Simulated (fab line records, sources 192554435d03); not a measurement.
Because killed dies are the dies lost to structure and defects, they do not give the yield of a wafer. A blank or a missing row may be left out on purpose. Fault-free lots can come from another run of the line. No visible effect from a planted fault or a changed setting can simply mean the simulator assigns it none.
Matching of chambers -- flow n5 finfet -- N5_BEOL_M7_STRIP_36 on rie diel-04 has 4 sister chambers
The step strips in N2/H2. 8 wafers are shown with their chamber, then 8 later ones without.

## WAFERS, EACH WITH ITS CHAMBER
wafer,chamber,drypump motor current A (A),showerhead plenum p Torr (Torr)
L082.3,3,6.4,2.54
L082.6,0,5.4,2.58
L084.1,3,6.4,2.54
L084.6,2,4.8,2.42
L087.1,1,5.7,2.51
L087.2,0,5.3,2.58
L087.4,2,4.7,2.41
L094.2,1,5.7,2.51

## WAFERS WHOSE CHAMBER IS MISSING
wafer,drypump motor current A (A),showerhead plenum p Torr (Torr)
L094.3,5.3,2.57
L094.5,4.8,2.73
L095.1,5.7,2.50
L095.2,5.3,2.57
L095.4,6.4,2.53
L097.1,4.7,2.73
L097.4,6.4,2.53
L097.5,5.3,2.57

## WHICH CHAMBER EACH ONE RAN IN
wafer,from the rows above,in truth
L094.3,0,0
L094.5,0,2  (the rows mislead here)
L095.1,1,1
L095.2,0,0
L095.4,3,3
L097.1,0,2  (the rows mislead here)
L097.4,3,3
L097.5,0,0
Correct placement for 6 of the 8. Can't be placed from these rows: 0. 2 placed wrongly.
How it was worked out, from the rows above alone: a wafer's distance from a chamber is the root of the sum, over the readings, of the square of ((its reading less the chamber's mean) divided by the reading's scatter). If the next closest chamber is less than 2 further off than the closest, the wafer can't be placed; otherwise it belongs to the closest. A chamber's mean is the mean of its shown wafers. The scatter is the square root of a quotient: the sum, over the shown wafers, of each reading's squared deviation from its chamber's mean, divided by wafers minus chambers.
